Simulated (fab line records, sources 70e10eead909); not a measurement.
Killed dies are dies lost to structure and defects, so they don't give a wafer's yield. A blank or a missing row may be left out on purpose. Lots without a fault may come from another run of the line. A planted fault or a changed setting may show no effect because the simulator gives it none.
fab line records | flow nand_harc
record lots=12 wafers=36 last_day=32
route steps=1302 shown P_GATE@151 END@1302
lots that met no fault: from a run of the same line without faults
start_h: hours from the record's first day to the start of the lot's first wafer shown | wait_h: hours since the lot's step before | " the same as in the row above | L1.1+2: a row that stands for several wafers | - no value, or no start given | * or withheld: withheld | < > ~ a bound
route shown NAME@n: a module of which the file shows steps, and the number in the route of the first | usual: mean/standard deviation of fault-free wafers | same: alike in all rows | chamber/n: place in a boat | sites: the reading at each site | _std_site: their standard deviation | _edge_site: outer sites' mean less inner sites' | radius_mm: how far each site lies from the wafer's centre | mask NAME#n: copy n | behind: the tool/chamber that last shaped the wafer | hold: why the lot was held/for how many hours/how that ended | device: the transistor (n, p or np) that didn't switch | end of line: the same wafers' tests at the end of the route | a step without rows: its recipe alone | killed: dies lost to structure and defects at the first sort, not the wafer's yield | map: a wafer's dies, x killed, . not, _ none there
set.NAME: the setting as run; set.NAME@STEP: as run at that earlier step | model.NAME: the simulator's own value behind a step, which no gauge read
steps of the route over a sample of lots; a table a step, a row a wafer
services: from which hour (start_h, from the record's first day; less than 0 if before it) a tool's chamber was out of use, for how many hours, and why
## steps
# step NHARC_P_GATE_CD_MEAS_33
# usual cd_nm=120.5/2.1
# columns lot.wafer tool chamber start_h wait_h cd_nm
L554.3 cd_sem-03 - 112.99 - 119.1
L554.4 " - " " 122.3
L554.5 " - " " 118.7
L555.4 cd_sem-03 - 115.20 - 119.0
L555.5 " - " " 119.0
L555.6 " - " " 120.5
L556.1 cd_sem-03 - 133.23 - 124.1
L556.2 " - " " 123.4
L556.4 " - " " 120.6
L558.1 cd_sem-02 - 144.51 - 121.3
L558.3 " - " " 120.8
L558.5 " - " " 116.8
L559.1 cd_sem-03 - 156.72 0.2 122.1
L559.4 " - " " 123.7
L559.5 " - " " 123.4
L560.1 cd_sem-02 - 167.41 0.2 121.4
L560.2 " - " " 118.7
L560.4 " - " " 117.9
L563.1 cd_sem-03 - 193.31 - 120.4
L563.5 " - " " 121.6
L563.6 " - " " 118.1
L568.2 cd_sem-03 - 244.85 - 123.3
L568.3 " - " " 119.1
L568.5 " - " " 120.6
L567.2 cd_sem-03 - 245.07 - 123.2
L567.5 " - " " 121.2
L567.6 " - " " 122.6
L572.4 cd_sem-02 - 292.79 - 123.7
L572.5 " - " " 121.2
L572.6 " - " " 123.0
L573.1 cd_sem-01 - 293.54 - 122.4
L573.3 " - " " 118.8
L573.4 " - " " 119.0
L575.2 cd_sem-01 - 316.29 - 123.2
L575.5 " - " " 121.4
L575.6 " - " " 121.6
# step NHARC_P_GATE_STRIP_101
# recipe time_s=20 o2_flow_sccm=500 ar_flow_sccm=0 bias_w=0 chemistry=O2
# usual drypump_motor_current_A=5.8/0.4 oes_product_au=0.998/0.0077 rf_vpp_V=58.0/0.87 showerhead_plenum_p_Torr=3.61/0.12 throttle_valve_pct=17.037/0.0099
# columns lot.wafer tool chamber start_h wait_h drypump_motor_current_A oes_product_au rf_hours_counter_h rf_vpp_V showerhead_plenum_p_Torr throttle_valve_pct
L554.4 rie_diel-11 3 123.12 0.1 5.9 0.996 1 59.1 3.49 17.041
L554.3 " 0 " " 6.0 0.995 1 58.0 3.67 17.031
L554.5 " 3 " " 5.9 0.983 - 57.6 3.49 17.044
L555.4 rie_diel-06 3 125.30 0.0 5.7 1.005 - 59.2 3.45 17.043
L555.6 " 0 " " 6.1 0.998 - 58.7 3.72 17.034
L555.5 " 1 " " 5.4 0.988 - 56.6 3.61 17.049
L556.2 rie_diel-03 2 143.30 0.1 6.1 1.000 3 58.7 3.72 17.032
L556.1 " 3 " " 4.8 1.003 3 60.2 3.73 17.039
L556.4 " 0 " " 5.5 0.998 3 58.0 3.64 17.040
L558.3 rie_diel-03 1 154.55 0.1 5.8 1.011 3 57.1 3.35 17.031
L558.1 " 2 " " 6.0 1.001 3 59.2 3.72 17.045
L558.5 " 3 " " 4.8 1.008 - 57.3 3.73 17.033
L559.1 rie_diel-06 3 166.74 0.1 5.8 0.995 2 59.2 3.45 17.024
L559.5 " 0 " " 6.2 0.995 - 58.5 3.72 17.043
L559.4 " 1 " " 5.4 0.990 - 58.7 3.61 17.041
L560.4 rie_diel-11 0 177.34 0.1 5.9 1.002 4 57.6 3.67 17.049
L560.2 " 2 " " 5.8 1.002 4 58.4 3.74 17.045
L560.1 " 3 " " 5.9 0.997 4 57.2 3.49 17.060
L563.1 rie_diel-11 3 205.52 0.1 5.9 0.998 5 58.3 3.49 17.019
L563.5 " 1 " " 6.2 0.994 - 58.6 3.68 17.050
L563.6 " 2 " " 5.7 0.986 - 58.2 3.74 17.040
L568.2 rie_diel-11 3 254.96 0.1 5.9 1.009 9 56.6 3.48 17.030
L568.3 " 2 " " 5.8 1.004 9 58.9 3.74 17.061
L568.5 " 3 " " 5.9 0.997 - 57.2 3.48 17.033
L567.2 rie_diel-11 1 255.25 0.1 6.2 0.991 9 58.6 3.67 17.053
L567.6 " 0 " " 6.0 0.997 - 58.7 3.66 17.035
L567.5 " 1 " " 6.2 0.992 - 58.7 3.67 17.032
L572.4 rie_diel-03 3 302.78 0.1 4.8 1.012 1 56.8 3.73 17.064
L572.5 " 0 " " 5.5 0.999 - 57.3 3.63 17.019
L572.6 " 1 " " 5.8 1.011 - 55.8 3.35 17.047
L573.4 rie_diel-06 2 303.60 0.1 6.1 0.992 9 56.4 3.49 17.035
L573.3 " 3 " " 5.8 0.997 10 55.9 3.45 17.028
L573.1 " 1 " " 5.4 0.993 10 57.6 3.61 17.030
L575.2 rie_diel-06 1 326.39 0.1 5.4 0.998 0 58.7 3.61 17.030
L575.6 " 1 " " 5.4 0.983 - 58.0 3.61 17.045
L575.5 " 2 " " 6.1 0.995 - 57.6 3.49 17.049
# step NHARC_P_GATE_STRIP_111
# recipe power_w=1500 temp_c=110 time_s=250 chemistry=N2/H2
# usual drypump_motor_current_A=5.42/0.29 heater_power_w=90/3.8
# columns lot.wafer tool chamber start_h wait_h drypump_motor_current_A heater_power_w rf_hours_counter_h
L554.3 plasma_asher-02 1 124.67 0.2 5.85 87 -
L554.4 " 0 " " 5.77 84 -
L554.5 " 0 " " 5.79 84 -
L555.4 plasma_asher-02 0 126.82 0.3 5.77 84 -
L555.6 " 1 " " 5.82 85 -
L555.5 " 0 " " 5.78 85 -
L556.2 plasma_asher-01 1 144.63 0.2 5.11 91 28
L556.1 " 0 " " 5.34 92 28
L556.4 " 0 " " 5.36 95 -
L558.1 plasma_asher-01 0 156.05 0.2 5.30 95 31
L558.3 " 0 " " 5.34 92 -
L558.5 " 1 " " 5.12 89 -
L559.1 plasma_asher-02 0 168.36 0.5 5.77 85 23
L559.4 " 1 " " 5.85 86 -
L559.5 " 0 " " 5.77 83 -
L560.2 plasma_asher-01 0 178.79 0.2 5.32 94 0
L560.1 " 1 " " 5.11 94 0
L560.4 " 0 " " 5.35 93 -
L563.1 plasma_asher-01 1 206.90 0.2 5.09 90 6
L563.6 " 0 " " 5.35 96 -
L563.5 " 1 " " 5.07 92 -
L568.2 plasma_asher-01 0 256.41 0.2 5.35 94 15
L568.3 " 0 " " 5.36 94 -
L568.5 " 0 " " 5.35 95 -
L567.2 plasma_asher-01 1 257.11 0.6 5.15 93 16
L567.6 " 0 " " 5.33 95 -
L567.5 " 1 " " 5.11 92 -
L572.4 plasma_asher-02 0 304.37 0.3 5.77 86 -
L572.6 " 1 " " 5.84 87 -
L572.5 " 0 " " 5.75 85 -
L573.1 plasma_asher-01 1 304.94 0.2 5.13 90 26
L573.3 " 1 " " 5.08 91 -
L573.4 " 0 " " 5.37 95 -
L575.2 plasma_asher-01 0 327.89 0.2 5.36 94 33
L575.6 " 1 " " 5.12 93 -
L575.5 " 0 " " 5.35 93 -
# step NHARC_P_GATE_EXPOSE_56
# recipe na=0.6 target_cd_nm=720 dose_mj=14.81 mask_id=P_PSD
# usual reticle_temp_C=22.98/0.11
# columns lot.wafer tool chamber start_h wait_h mask reticle_temp_C
L554.3 krf_scanner-01 0 125.53 - P_PSD#0 23.00
L554.4 " 0 " " P_PSD#0 23.01
L554.5 " 0 " " P_PSD#0 23.07
L555.4 krf_scanner-04 0 127.76 - P_PSD#0 22.93
L555.5 " 0 " " P_PSD#0 22.77
L555.6 " 0 " " P_PSD#0 22.84
L556.1 krf_scanner-03 0 145.71 - P_PSD#0 23.07
L556.2 " 0 " " P_PSD#0 22.94
L556.4 " 0 " " P_PSD#0 22.90
L558.1 krf_scanner-01 0 157.07 - P_PSD#0 22.96
L558.3 " 0 " " P_PSD#0 23.25
L558.5 " 0 " " P_PSD#0 23.09
L559.1 krf_scanner-01 0 169.26 - P_PSD#0 22.86
L559.4 " 0 " " P_PSD#0 22.86
L559.5 " 0 " " P_PSD#0 23.06
L560.1 krf_scanner-04 0 179.86 - P_PSD#0 22.96
L560.2 " 0 " " P_PSD#0 23.01
L560.4 " 0 " " P_PSD#0 22.79
L563.1 krf_scanner-01 0 207.80 - P_PSD_R1#0 22.94
L563.5 " 0 " " P_PSD_R1#0 22.92
L563.6 " 0 " " P_PSD_R1#0 23.13
L568.2 krf_scanner-04 0 257.49 - P_PSD#0 22.90
L568.3 " 0 " " P_PSD#0 22.98
L568.5 " 0 " " P_PSD#0 22.99
L567.2 krf_scanner-04 0 258.01 - P_PSD#0 22.87
L567.5 " 0 " " P_PSD#0 22.89
L567.6 " 0 " " P_PSD#0 23.05
L572.4 krf_scanner-03 0 305.30 - P_PSD#0 22.95
L572.5 " 0 " " P_PSD#0 23.06
L572.6 " 0 " " P_PSD#0 23.21
L573.1 krf_scanner-04 0 306.00 - P_PSD#0 22.87
L573.3 " 0 " " P_PSD#0 22.98
L573.4 " 0 " " P_PSD#0 22.81
L575.2 krf_scanner-04 0 328.79 - P_PSD#0 23.21
L575.5 " 0 " " P_PSD#0 23.10
L575.6 " 0 " " P_PSD#0 22.92
# step NHARC_P_GATE_CD_MEAS_59
# recipe target_cd_nm=720 landing_energy_ev=500
# usual cd_nm=720.0/1.3
# columns lot.wafer tool chamber start_h wait_h cd_nm
L554.3 cd_sem-01 0 125.68 - 719.8
L554.4 " 0 " " 719.3
L554.5 " 0 " " 719.2
L555.4 cd_sem-03 0 127.90 - 721.0
L555.5 " 0 " " 719.8
L555.6 " 0 " " 719.3
L556.1 cd_sem-03 0 145.86 - 720.9
L556.2 " 0 " " 720.9
L556.4 " 0 " " 719.2
L558.1 cd_sem-02 0 157.23 - 721.4
L558.3 " 0 " " 718.7
L558.5 " 0 " " 719.9
L559.1 cd_sem-01 0 169.41 - 721.1
L559.4 " 0 " " 721.1
L559.5 " 0 " " 720.0
L560.1 cd_sem-03 0 180.02 - 721.2
L560.2 " 0 " " 721.4
L560.4 " 0 " " 721.0
L563.1 cd_sem-03 0 207.96 - 714.1
L563.5 " 0 " " 714.6
L563.6 " 0 " " 715.6
L568.2 cd_sem-03 0 257.64 - 719.9
L568.3 " 0 " " 718.9
L568.5 " 0 " " 720.5
L567.2 cd_sem-02 0 258.16 - 719.2
L567.5 " 0 " " 720.7
L567.6 " 0 " " 718.3
L572.4 cd_sem-02 0 305.45 - 721.5
L572.5 " 0 " " 720.8
L572.6 " 0 " " 723.2
L573.1 cd_sem-02 0 306.16 - 719.6
L573.3 " 0 " " 718.9
L573.4 " 0 " " 720.0
L575.2 cd_sem-01 0 328.95 - 720.1
L575.5 " 0 " " 720.2
L575.6 " 0 " " 720.4
# step NHARC_END_SORT_01
# recipe temp_c=25
# usual killed_at_array=60/21 killed_at_other=1.0/1.2 killed_at_periphery=4.2/2.8 killed_dies=65/20 killed_open=3.1/1.8 killed_short=2.6/1.6
# same gross_dies=677
# columns lot.wafer tool chamber start_h wait_h killed_at_array killed_at_other killed_at_periphery killed_dies killed_open killed_short
L555.4 prober-02 0 572.72 3.4 42 0 7 49 1 1
L555.5 prober-02 0 573.53 3.7 49 1 7 57 2 4
L555.6 prober-02 0 574.33 4.0 44 2 10 56 1 2
L556.1 prober-01 0 580.79 2.5 76 1 0 77 4 1
L556.2 prober-01 0 581.62 2.8 98 2 1 101 5 1
L556.4 prober-01 0 583.26 3.5 94 1 2 97 2 5
L563.1 prober-02 0 648.58 2.5 46 1 4 51 1 2
L563.5 prober-02 0 651.81 3.7 62 1 2 65 3 5
L563.6 prober-02 0 652.62 4.0 62 2 2 66 5 2
L568.2 prober-02 0 686.36 2.8 36 0 5 41 6 5
L568.3 prober-02 0 687.17 3.1 35 0 2 37 0 6
L568.5 prober-02 0 688.78 3.7 33 0 4 37 1 5
L573.1 prober-01 0 763.23 2.5 65 0 5 70 3 0
L573.3 prober-01 0 764.83 3.1 71 0 6 77 3 0
L573.4 prober-01 0 765.63 3.4 88 0 4 92 3 2
# killed by level:class
L555.4 A_CHANNEL_HOLE_D2:chamber_film_flake=32 P_GATE:chamber_film_flake=5 A_CONTACT:chamber_film_flake=4 A_STAIRCASE:chamber_film_flake=2 A_DECK1_JOINT:geometric_particle:open=1 A_SLIT:geometric_particle:short=1 P_STI:chamber_film_flake=1 P_BONDPAD:chamber_film_flake=1
L555.5 A_CHANNEL_HOLE_D2:chamber_film_flake=38 P_GATE:chamber_film_flake=5 A_ONON_D1:geometric_particle:short=2 A_CONTACT:chamber_film_flake=2 A_BLC:chamber_film_flake=2 P_M1:geometric_particle:open=1 A_CHANNEL_FILL_D1:geometric_particle:open=1 A_DECK1_JOINT:geometric_particle:short=1
L555.6 A_CHANNEL_HOLE_D2:chamber_film_flake=31 P_GATE:chamber_film_flake=6 A_CONTACT:chamber_film_flake=5 P_STI:chamber_film_flake=3 A_CHANNEL_HOLE_D1:chamber_film_flake=2 A_STAIRCASE:chamber_film_flake=2 THIN_TSV:chamber_film_flake=2 P_STI:geometric_particle:open=1
L556.1 A_CHANNEL_HOLE_D1:chamber_film_flake=23 A_CHANNEL_HOLE_D2:chamber_film_flake=20 A_SLIT:chamber_film_flake=14 A_SGD_CUT:chamber_film_flake=5 A_CONTACT:chamber_film_flake=3 A_CHANNEL_FILL_D1:geometric_particle:open=2 A_ZERO_WELL:chamber_film_flake=2 A_BLC:chamber_film_flake=2
L556.2 A_SLIT:chamber_film_flake=30 A_CHANNEL_HOLE_D1:chamber_film_flake=27 A_CHANNEL_HOLE_D2:chamber_film_flake=25 A_SGD_CUT:chamber_film_flake=7 A_BLC:geometric_particle:open=4 A_BLC:chamber_film_flake=2 THIN_TSV:chamber_film_flake=2 A_ONON_D2:geometric_particle:open=1
L556.4 A_SLIT:chamber_film_flake=33 A_CHANNEL_HOLE_D2:chamber_film_flake=24 A_CHANNEL_HOLE_D1:chamber_film_flake=22 A_SGD_CUT:chamber_film_flake=7 P_CONTACT:geometric_particle:short=1 A_CHANNEL_HOLE_D1:geometric_particle:short=1 A_DECK1_JOINT:geometric_particle:open=1 A_CHANNEL_FILL_D2:geometric_particle:short=1
L563.1 A_SLIT:chamber_film_flake=27 A_CHANNEL_HOLE_D2:chamber_film_flake=6 A_CHANNEL_HOLE_D1:chamber_film_flake=5 A_CONTACT:chamber_film_flake=4 A_CHANNEL_FILL_D2:chamber_film_flake=2 P_M0:geometric_particle:short=1 A_SOURCE_PLATE:geometric_particle:short=1 A_CHANNEL_FILL_D1:geometric_particle:open=1
L563.5 A_CHANNEL_HOLE_D2:chamber_film_flake=19 A_SLIT:chamber_film_flake=14 A_CHANNEL_HOLE_D1:chamber_film_flake=7 A_STAIRCASE:chamber_film_flake=7 A_CHANNEL_FILL_D2:chamber_film_flake=5 A_CONTACT:chamber_film_flake=3 A_WL_FILL:geometric_particle:short=2 P_GATE:geometric_particle:short=1
L563.6 A_SLIT:chamber_film_flake=37 A_CHANNEL_HOLE_D2:chamber_film_flake=7 A_CONTACT:chamber_film_flake=5 A_STAIRCASE:chamber_film_flake=3 P_M0:geometric_particle:open=2 A_DECK1_JOINT:chamber_film_flake=2 A_CHANNEL_FILL_D2:chamber_film_flake=2 THIN_TSV:chamber_film_flake=2
L568.2 A_CHANNEL_HOLE_D2:chamber_film_flake=18 A_CHANNEL_HOLE_D1:chamber_film_flake=5 P_GATE:geometric_particle:open=2 A_WL_FILL:geometric_particle:short=2 P_GATE:chamber_film_flake=2 A_STAIRCASE:chamber_film_flake=2 P_STI:geometric_particle:short=1 A_CHANNEL_FILL_D1:geometric_particle:short=1
L568.3 A_CHANNEL_HOLE_D2:chamber_film_flake=13 A_CHANNEL_HOLE_D1:chamber_film_flake=5 A_STAIRCASE:chamber_film_flake=4 A_ONON_D2:geometric_particle:short=3 A_SLIT:chamber_film_flake=3 P_GATE:chamber_film_flake=2 A_WL_FILL:chamber_film_flake=2 A_CHANNEL_FILL_D1:geometric_particle:short=1
L568.5 A_CHANNEL_HOLE_D2:chamber_film_flake=17 A_CHANNEL_HOLE_D1:chamber_film_flake=4 A_STAIRCASE:chamber_film_flake=3 A_WL_FILL:chamber_film_flake=3 A_CHANNEL_FILL_D1:geometric_particle:short=2 A_WL_FILL:geometric_particle:short=2 P_GATE:chamber_film_flake=2 P_GATE:geometric_particle:open=1
L573.1 A_CHANNEL_HOLE_D1:chamber_film_flake=32 A_SLIT:chamber_film_flake=17 A_CONTACT:chamber_film_flake=5 P_GATE:chamber_film_flake=3 A_CHANNEL_HOLE_D2:chamber_film_flake=3 A_STAIRCASE:chamber_film_flake=2 A_CHANNEL_FILL_D1:geometric_particle:open=1 A_WL_FILL:geometric_particle:open=1
L573.3 A_CHANNEL_HOLE_D1:chamber_film_flake=41 A_SLIT:chamber_film_flake=17 P_GATE:chamber_film_flake=5 A_STAIRCASE:chamber_film_flake=4 A_WL_FILL:chamber_film_flake=4 P_CONTACT:geometric_particle:open=1 A_CHANNEL_FILL_D2:geometric_particle:open=1 A_BLC:geometric_particle:open=1
L573.4 A_CHANNEL_HOLE_D1:chamber_film_flake=37 A_SLIT:chamber_film_flake=34 A_CONTACT:chamber_film_flake=6 A_STAIRCASE:chamber_film_flake=3 P_GATE:chamber_film_flake=2 P_GATE:geometric_particle:open=1 A_CHANNEL_FILL_D1:geometric_particle:short=1 A_CHANNEL_FILL_D1:geometric_particle:open=1
## services
# columns tool chamber start_h hours kind
rie_diel-03 - 104.30 9.0 pm
krf_scanner-04 - 117.63 0.5 repair
rie_diel-06 2 124.25 1.3 repair
plasma_asher-01 - 124.27 14.3 repair
rie_diel-06 - 130.20 9.0 pm
krf_scanner-01 - 133.29 9.4 repair
krf_scanner-01 - 144.55 4.0 pm
rie_diel-06 2 153.30 14.5 repair
rie_diel-03 - 156.79 0.7 repair
plasma_asher-01 - 165.00 9.0 pm
krf_scanner-04 - 174.33 1.0 repair
krf_scanner-01 - 176.73 4.5 repair
krf_scanner-04 - 182.00 4.0 pm
krf_scanner-01 - 212.04 1.8 repair
rie_diel-03 0 240.65 3.4 repair
rie_diel-03 3 243.90 21.7 repair
plasma_asher-02 - 249.25 9.0 pm
rie_diel-11 - 255.50 9.0 pm
krf_scanner-01 - 275.42 1.2 repair
rie_diel-03 - 281.30 9.0 pm
rie_diel-11 - 292.48 0.6 repair
rie_diel-06 - 307.20 9.0 pm
krf_scanner-01 - 316.55 4.0 pm
krf_scanner-04 - 316.59 6.2 repair
## key
first_sign step=NHARC_P_GATE_EXPOSE_56 reading=mask direction=changed
effect step=NHARC_P_GATE_CD_MEAS_59 reading=cd_nm direction=down sigmas=4.1 usual=720.0 struck=714.8
met_at NHARC_P_GATE_EXPOSE_56
struck_lots L563
tester_left_out L563
not_acting_at NHARC_P_GATE_CD_MEAS_33,NHARC_P_GATE_STRIP_101,NHARC_P_GATE_STRIP_111
onset_between 169.26 207.80
fault kind=wrong_mask tool=any chamber=- onset_h=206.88 steps=NHARC_P_GATE_EXPOSE_56 aux_copy=P_PSD_R1#0 cd_offset_nm=-3.6267 scope=struck_lots_only
# tester_left_out: of these lots the tester's yield and bins aren't shown, on N5 and GAA mostly nor the transistor test; their killed dies are dies lost to structure and defects alone, not to doping, threshold or leakage, so they don't give the yield
